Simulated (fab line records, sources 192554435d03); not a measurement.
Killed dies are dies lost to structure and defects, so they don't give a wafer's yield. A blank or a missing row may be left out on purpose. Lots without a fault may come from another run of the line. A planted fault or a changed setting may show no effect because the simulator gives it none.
Split-lot experiment | flow n5_finfet | 7 lots, 39 wafers read, on a route of 1938 steps

THE SPLIT
At N5_BEOL_M14_DEP_53 (deposits SiCN from 3MS/NH3, target thk 50 nm, time 17.8 s), the setting time_s was moved away from the recipe's 17.8 s on 18 of the 39 wafers read, by -57.8% to +39.8%. The other wafers ran this setting at the recipe's value.

The reading is taken at the split's own step.

THE READING
SiCN_of_BEOL_M14_DEP_53.thk_nm (the simulator's own value, which no gauge read), in nm, at N5_BEOL_M14_DEP_53 (deposits SiCN from 3MS/NH3, target thk 50 nm, time 17.8 s). The file gives no usual value for it. The 21 wafers here that ran the recipe average 50.1 nm, standard deviation 1 nm.

wafer  | tool, chamber at the split | time_s as run, s | against the recipe | SiCN_of_BEOL_M14_DEP_53.thk_nm, nm | against lot-mates on the recipe
L076.1 | pecvd-01, 2                | 17.8             | recipe             | 50                                 | -
L076.2 | pecvd-01, 0                | 17.8             | recipe             | 49                                 | -
L076.3 | pecvd-01, 1                | 22.32            | +25.4%             | 62.4                               | +12.5
L076.4 | pecvd-01, 0                | 22.32            | +25.4%             | 62.8                               | +12.9
L076.5 | pecvd-01, 1                | 17.8             | recipe             | 50.8                               | -
L076.6 | pecvd-01, 2                | 22.32            | +25.4%             | 63.2                               | +13.3
L077.1 | pecvd-02, 0                | 8.713            | -51.1%             | 23.6                               | -26.5
L077.2 | pecvd-02, 2,0              | 17.8             | recipe             | 50                                 | -
L077.5 | pecvd-02, 2,0              | 17.8             | recipe             | 50                                 | -
L077.3 | pecvd-02, 1                | 8.713            | -51.1%             | 24                                 | -26.1
L077.4 | pecvd-02, 1                | 8.713            | -51.1%             | 24.6                               | -25.5
L077.6 | pecvd-02, 2                | 17.8             | recipe             | 50.4                               | -
L082.1 | pecvd-03, 0                | 7.511            | -57.8%             | 23.6                               | -27.7
L082.2 | pecvd-03, 1                | 17.8             | recipe             | 49.6                               | -
L082.3 | pecvd-03, 2                | 7.511            | -57.8%             | 21.6                               | -29.7
L082.4 | pecvd-03, 1                | 17.8             | recipe             | 51.2                               | -
L082.5 | pecvd-03, 2                | 7.511            | -57.8%             | 22.6                               | -28.7
L082.6 | pecvd-03, 0                | 17.8             | recipe             | 53.2                               | -
L084.1 | pecvd-01, 2                | 17.8             | recipe             | 49.8                               | -
L084.2 | pecvd-01, 0                | 17.8             | recipe             | 48.8                               | -
L084.3 | pecvd-01, 1                | 17.8             | recipe             | 49.4                               | -
L084.4 | pecvd-01, 0                | 21.98            | +23.5%             | 61.6                               | +12.3
L084.5 | pecvd-01, 2                | 21.98            | +23.5%             | 61.8                               | +12.5
L084.6 | pecvd-01, 1                | 21.98            | +23.5%             | 61                                 | +11.7
L087.1 | pecvd-03, 2                | 24.89            | +39.8%             | 68.2                               | +18.3
L087.2 | pecvd-03, 0,2              | 24.89            | +39.8%             | 69.6                               | +19.7
L087.4 | pecvd-03, 0,2              | 24.89            | +39.8%             | 69.6                               | +19.7
L087.3 | pecvd-03, 1                | 17.8             | recipe             | 48.6                               | -
L087.5 | pecvd-03, 1                | 17.8             | recipe             | 49.8                               | -
L087.6 | pecvd-03, 0                | 17.8             | recipe             | 51.2                               | -
L088.2 | pecvd-01, 0                | 17.8             | recipe             | 49.2                               | -
L088.3 | pecvd-01, 2                | 17.8             | recipe             | 50                                 | -
L088.6 | pecvd-01, 1                | 17.8             | recipe             | 50.4                               | -
L097.1 | pecvd-02, 0                | 24.4             | +37.1%             | 66.2                               | +16.3
L097.2 | pecvd-02, 2                | 17.8             | recipe             | 49.6                               | -
L097.3 | pecvd-02, 1                | 17.8             | recipe             | 49.4                               | -
L097.4 | pecvd-02, 2                | 17.8             | recipe             | 50.8                               | -
L097.5 | pecvd-02, 1                | 24.4             | +37.1%             | 67.8                               | +17.9
L097.6 | pecvd-02, 0                | 24.4             | +37.1%             | 67.2                               | +17.3
Where a row lists several chambers, the file gives one row for several wafers and doesn't say which wafer went through which chamber.

THE FIT
A straight line over all 39 wafers: SiCN_of_BEOL_M14_DEP_53.thk_nm changes by +0.485 nm for each +1% of time_s; r = +1.00; the points scatter about the line by 0.98 nm.
The same after taking each lot's own level away (the mean of its wafers on the recipe; 39 wafers): +0.496 nm for each +1%; r = +1.00; scatter 0.86 nm.
On that fit, the largest move of time_s shifts the reading by 29 nm.
The lots' own levels span 49.33 to 51.33 nm, that is 2.0 times the standard deviation above.
So the lot-to-lot level changes the slope little: the two slopes agree.
Check: with one of the wafers moved furthest among these (-57.8%) left out of the fit, the line predicts -29 nm for it against its lot-mates. It came out at -27.7 nm against them.

THE FILE'S OWN FIT
SiCN_of_BEOL_M14_DEP_53.thk_nm changes by +0.495 nm for each +1% of time_s, r = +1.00.
